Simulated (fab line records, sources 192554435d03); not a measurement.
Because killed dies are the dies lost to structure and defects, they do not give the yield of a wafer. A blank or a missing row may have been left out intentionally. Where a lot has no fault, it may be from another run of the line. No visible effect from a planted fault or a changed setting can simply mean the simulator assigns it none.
fab line records    flow n5Finfet    part 2 of 2: steps 13 to 25 of 25
record lots=5  wafers=15  lastDay=19
route steps=1938 shown MOL_CONTACT_COAG@576
lots untouched by any fault: they come from a run of this same line in which no faults occurred
startH: hours from the record's first day to the start of the lot's first wafer shown    waitH: how many hours have passed since the lot's step before this one    " as in the row above    L1.1+2: a row that stands for several wafers    - value missing, or start not given    * or withheld: withheld    < > ~ a bound
route shown NAME@n: NAME is a module with steps in the file, n the number in the route of the first one    usual: average and standard deviation across the fault-free wafers    same: alike in all rows    chamber/n: place in a boat    sites: readings site by site    _std_site: standard deviation of those values    _edge_site: inner sites' mean taken away from outer sites' mean    radiusMm: for every site, how far away it sits from the centre of the wafer    mask NAME#n: copy n    behind: tool/chamber where the wafer was last shaped    hold: what put the lot on hold/how long, in hours/how the hold closed    device: which transistor (n, p or np) failed to switch    end of line: the tests these same wafers got at the end of their route    for a step that has no rows: nothing shown but its recipe    killed: dies lost to structure and defects at the first sort, not the wafer's yield    map: a wafer's dies, x killed, . not, _ none there
set.NAME: the run value of the setting; set.NAME@STEP: its run value at that earlier step    model.NAME: the simulator's own value behind a step, which no gauge read
lots at selected steps of the route; one table per step, one row per wafer
services: when a tool's chamber went out of use (startH, in hours from the record's first day, below 0 if earlier), for how many hours, and the reason
## steps
# step N5_MOL_CONTACT_COAG_ETCH_47
# recipe chemistry=CH3F/O2  target=SiNx  targetDepthA=270  maskMaterial=SiO2  stopOn=W  overEtchFrac=0.2  ionEnergyEv=120  endpoint=OES-CN  pressureMtorr=30  sourceW=395  biasW=73  Ar_flow_sccm=150  CH3F_flow_sccm=30  O2_flow_sccm=20  ends=endPoint
# usual drypumpMotorCurrentA=5.6/0.59  etchRfOnTimeS=30.9/0.73  oesProductAu=0.73/0.074  rfFwdPowerW=386.4/2.1  rfVppV=296/5.5  showerheadPlenumPTorr=2.01/0.063  throttleValvePct=16.33/0.27
lot.wafer  tool        chamber  startH  waitH  drypumpMotorCurrentA  etchRfOnTimeS  oesProductAu  rfFwdPowerW  rfHoursCounterH  rfVppV  showerheadPlenumPTorr  throttleValvePct
L077.1     rieDiel-05  2        123.90  0.0    6.6                   30.3           0.79          388.3        32               300     2.03                   16.04
L077.2     "           0        "       "      5.1                   31.1           0.81          387.3        24               296     2.04                   16.05
L077.3     "           3        "       "      5.7                   30.1           0.79          385.1        37               293     1.94                   15.99
L080.3     rieDiel-05  0        133.82  0.0    5.1                   31.3           0.80          386.6        28               296     2.04                   16.07
L080.5     "           3        "       "      5.7                   30.3           0.78          386.4        -                295     1.94                   15.99
L080.6     "           2        "       "      6.6                   30.5           0.78          388.4        -                300     2.03                   16.05
L084.2     rieDiel-05  1        162.71  0.0    5.5                   31.4           0.66          389.9        176              294     2.08                   16.63
L084.5     "           0        "       "      5.1                   30.4           0.79          385.9        -                296     2.04                   16.09
L084.6     "           1        "       "      5.5                   31.2           0.66          390.0        -                293     2.08                   16.62
L094.1     rieDiel-03  3        225.20  0.0    5.1                   31.0           0.76          385.4        46               305     1.96                   16.11
L094.3     "           0        "       "      5.7                   31.0           0.82          386.7        21               290     2.13                   16.22
L094.4     "           1        "       "      4.7                   30.1           0.75          384.1        73               303     1.95                   16.51
L096.3     rieDiel-03  2        237.38  0.0    5.1                   29.7           0.75          388.5        80               300     1.96                   16.47
L096.4     "           3        "       "      5.1                   31.2           0.76          384.5        50               305     1.96                   16.14
L096.5     "           3        "       "      5.1                   30.8           0.75          387.2        -                306     1.96                   16.13
# step N5_MOL_CONTACT_COAG_STRIP_119
# recipe chemistry=N2/H2  timeS=30  powerW=1000  tempC=250  pressureMtorr=withheld  n2FlowSccm=1750  h2FlowSccm=3250
# usual drypumpMotorCurrentA=6.0/0.45  h2FlowSccm=3251/8.5  heaterPowerW=331/43  tempC=249.98/0.17
lot.wafer  tool            chamber  startH  waitH  drypumpMotorCurrentA  h2FlowSccm  heaterPowerW  rfHoursCounterH  tempC
L077.1     plasmaAsher-01  0        123.99  0.1    6.6                   3250        291           44               249.94
L077.2     "               1        "       "      5.6                   3259        388           44               249.87
L077.3     "               1        "       "      5.6                   3249        377           -                250.21
L080.3     plasmaAsher-02  0        133.92  0.1    6.0                   3266        294           -                250.20
L080.5     "               0        "       "      6.0                   3263        296           -                250.17
L080.6     "               1        "       "      5.6                   3254        324           -                249.87
L084.2     plasmaAsher-01  1        162.79  0.1    5.6                   3244        383           52               250.10
L084.5     "               0        "       "      6.6                   3253        290           -                249.96
L084.6     "               1        "       "      5.6                   3235        379           -                250.12
L094.1     plasmaAsher-01  0        225.28  0.1    6.6                   3257        294           77               249.99
L094.3     "               1        "       "      5.6                   3250        386           -                249.74
L094.4     "               0        "       "      6.6                   3247        298           -                249.66
L096.3     plasmaAsher-01  1        237.48  0.1    5.6                   3242        394           -                250.09
L096.4     "               0        "       "      6.6                   3244        287           -                249.96
L096.5     "               0        "       "      6.6                   3246        289           -                249.92
# step N5_MOL_CONTACT_COAG_PRECLEAN_144
# recipe chemistry=alkalineClean  tempC=60  timeS=60  doPpb=50
# usual tempC=59.99/0.12
lot.wafer  tool         chamber  startH  waitH  tempC
L077.1     wetBench-02  2        124.07  0.1    59.83
L077.2     "            7        "       "      59.84
L077.3     "            3        "       "      60.07
L080.3     wetBench-06  1        133.99  0.0    59.82
L080.5     "            2        "       "      59.97
L080.6     "            0        "       "      60.07
L084.2     wetBench-02  7        162.87  0.1    59.98
L084.5     "            5        "       "      59.83
L084.6     "            2        "       "      59.97
L094.1     wetBench-04  7        225.37  0.1    59.99
L094.3     "            2        "       "      59.99
L094.4     "            3        "       "      59.95
L096.3     wetBench-04  7        237.55  0.0    59.74
L096.4     "            4        "       "      59.75
L096.5     "            6        "       "      59.85
# step N5_MOL_CONTACT_COAG_SRD_145
# recipe dry=ipaMarangoni  timeS=30  tempC=23  rinseLiquid=diw
# usual doSupplyPpb=9.99/0.1  tempC=23.02/0.087
lot.wafer  tool         chamber  startH  waitH  doSupplyPpb  tempC
L077.1     wetBench-02  2        124.09  0.0    10.08        23.08
L077.2     "            7        "       "      9.98         23.07
L077.3     "            3        "       "      10.21        22.95
L080.3     wetBench-06  1        134.01  0.0    10.08        22.93
L080.5     "            2        "       "      10.03        22.95
L080.6     "            0        "       "      10.08        23.03
L084.2     wetBench-02  7        162.89  0.0    9.92         22.98
L084.5     "            5        "       "      10.11        23.05
L084.6     "            2        "       "      9.98         23.13
L094.1     wetBench-04  7        225.39  0.0    10.12        23.09
L094.3     "            2        "       "      10.05        23.09
L094.4     "            3        "       "      9.99         22.80
L096.3     wetBench-04  7        237.57  0.0    9.85         22.87
L096.4     "            4        "       "      10.00        23.01
L096.5     "            6        "       "      9.88         23.20
# step N5_MOL_CONTACT_COAG_CD_MEAS_137
# recipe targetCdNm=16
# usual cdNm=15.94/0.3
lot.wafer  tool      chamber  startH  waitH  cdNm
L077.1     cdSem-02  -        124.14  0.0    15.95
L077.2     "         -        "       "      16.21
L077.3     "         -        "       "      15.79
L080.3     cdSem-03  -        134.06  0.0    16.16
L080.5     "         -        "       "      15.77
L080.6     "         -        "       "      15.79
L084.2     cdSem-01  -        162.94  0.0    16.04
L084.5     "         -        "       "      15.88
L084.6     "         -        "       "      15.86
L094.1     cdSem-03  -        225.43  0.0    15.99
L094.3     "         -        "       "      15.88
L094.4     "         -        "       "      15.97
L096.3     cdSem-02  -        237.61  0.0    15.78
L096.4     "         -        "       "      15.44
L096.5     "         -        "       "      15.75
# step N5_MOL_CONTACT_COAG_COAT_62
# recipe resist=SOC  tempC=250  timeS=60  spinRpm=1500  resistThkNm=60
lot.wafer   tool           chamber  startH  waitH
L077.1+2+3  lithoTrack-05  0        124.17  0.0
L080.3+5+6  lithoTrack-02  0        134.09  0.0
L084.2+5+6  lithoTrack-05  0        162.97  0.0
L094.1+3+4  lithoTrack-01  0        225.47  0.0
L096.3+4+5  lithoTrack-02  0        237.65  0.0
# step N5_MOL_CONTACT_COAG_COAT_63
# recipe resist=SiARC  tempC=220  timeS=60  spinRpm=1500  resistThkNm=10
lot.wafer   tool           chamber  startH  waitH
L077.1+2+3  lithoTrack-05  0        -       -
L080.3+5+6  lithoTrack-02  0        -       -
L084.2+5+6  lithoTrack-05  0        -       -
L094.1+3+4  lithoTrack-01  0        -       -
L096.3+4+5  lithoTrack-02  0        -       -
# step N5_MOL_CONTACT_COAG_COAT_64
# recipe resist=underlayer  tempC=205  timeS=60  spinRpm=1500  resistThkNm=10
lot.wafer   tool           chamber  startH  waitH
L077.1+2+3  lithoTrack-05  0        -       -
L080.3+5+6  lithoTrack-02  0        -       -
L084.2+5+6  lithoTrack-05  0        -       -
L094.1+3+4  lithoTrack-01  0        -       -
L096.3+4+5  lithoTrack-02  0        -       -
# step N5_MOL_CONTACT_COAG_COAT_34
# recipe resist=CAR-EUV  spinRpm=1500  resistThkNm=40
lot.wafer   tool           chamber  startH  waitH
L077.1+2+3  lithoTrack-05  0        -       -
L080.3+5+6  lithoTrack-02  0        -       -
L084.2+5+6  lithoTrack-05  0        -       -
L094.1+3+4  lithoTrack-01  0        -       -
L096.3+4+5  lithoTrack-02  0        -       -
# step N5_MOL_CONTACT_COAG_EBR_36
# recipe solvent=PGMEA  ebrWidthMm=1.5
lot.wafer   tool           chamber  startH  waitH
L077.1+2+3  lithoTrack-05  0        -       -
L080.3+5+6  lithoTrack-02  0        -       -
L084.2+5+6  lithoTrack-05  0        -       -
L094.1+3+4  lithoTrack-01  0        -       -
L096.3+4+5  lithoTrack-02  0        -       -
# step N5_MOL_CONTACT_COAG_SOFTBAKE_35
# recipe tempC=110  timeS=60  resist=CAR-EUV
lot.wafer   tool           chamber  startH  waitH
L077.1+2+3  lithoTrack-05  0        -       -
L080.3+5+6  lithoTrack-02  0        -       -
L084.2+5+6  lithoTrack-05  0        -       -
L094.1+3+4  lithoTrack-01  0        -       -
L096.3+4+5  lithoTrack-02  0        -       -
# step N5_MOL_CONTACT_COAG_EXPOSE_37
# recipe maskId=VD  na=0.33  sourceShape=annular  sigmaInner=0.3  sigmaOuter=0.7  polarization=unpolarized  defocusNm=0  doseMj=62
# usual focusOffsetNm=0.0/0.51
lot.wafer  tool           chamber  startH  waitH  mask  focusOffsetNm
L077.1     euvScanner-01  0        124.43  -      VD#0  0.0
L077.2     "              0        "       "      VD#0  0.4
L077.3     "              0        "       "      VD#0  -0.4
L080.3     euvScanner-01  0        134.25  -      VD#0  0.0
L080.5     "              0        "       "      VD#0  -0.1
L080.6     "              0        "       "      VD#0  -1.0
L084.2     euvScanner-01  0        163.12  -      VD#0  0.1
L084.5     "              0        "       "      VD#0  -0.4
L084.6     "              0        "       "      VD#0  -0.4
L094.1     euvScanner-02  0        225.60  -      VD#0  0.4
L094.3     "              0        "       "      VD#0  0.9
L094.4     "              0        "       "      VD#0  0.4
L096.3     euvScanner-01  0        237.93  -      VD#0  -0.3
L096.4     "              0        "       "      VD#0  -0.6
L096.5     "              0        "       "      VD#0  -0.2
# step N5_MOL_CONTACT_COAG_PEB_38
# recipe pebTempC=100  pebTimeS=60  resist=CAR-EUV
lot.wafer   tool           chamber  startH  waitH
L077.1+2+3  lithoTrack-05  0        124.51  0.1
L080.3+5+6  lithoTrack-02  0        134.31  0.1
L084.2+5+6  lithoTrack-05  0        163.19  0.1
L094.1+3+4  lithoTrack-02  0        225.68  0.1
L096.3+4+5  lithoTrack-02  0        238.00  0.1
## services
tool            chamber  startH  hours  kind
euvScanner-01   -        104.92  1.0    pm
aldSin-01       3        122.03  7.9    repair
euvScanner-01   -        122.53  1.6    repair
euvScanner-02   -        124.13  1.0    pm
rieDiel-03      0        134.87  -      clean
rieDiel-03      0        134.87  -      consumableReplace:focusRing
rieDiel-04      0        147.84  10.7   repair
euvScanner-01   -        154.65  1.0    pm
plasmaAsher-02  -        161.88  63.7   repair
euvScanner-01   -        166.39  4.6    pm
euvScanner-01   -        175.58  17.3   pm
wetBench-02     -        176.56  0.5    repair
euvScanner-02   -        178.27  1.2    repair
aldSin-01       -        178.88  14.0   pm
euvScanner-02   -        192.88  1.0    pm
euvScanner-02   -        193.89  5.8    pm
euvScanner-01   -        204.51  0.8    repair
aldSin-01       -        210.40  4.3    pm
euvScanner-01   -        210.80  1.0    pm
rieDiel-04      2        224.75  4.2    repair
euvScanner-01   -        225.56  6.7    repair
euvScanner-02   -        232.30  4.6    pm
rieDiel-04      1        232.41  6.1    repair
aldSin-04       1        236.64  6.2    repair
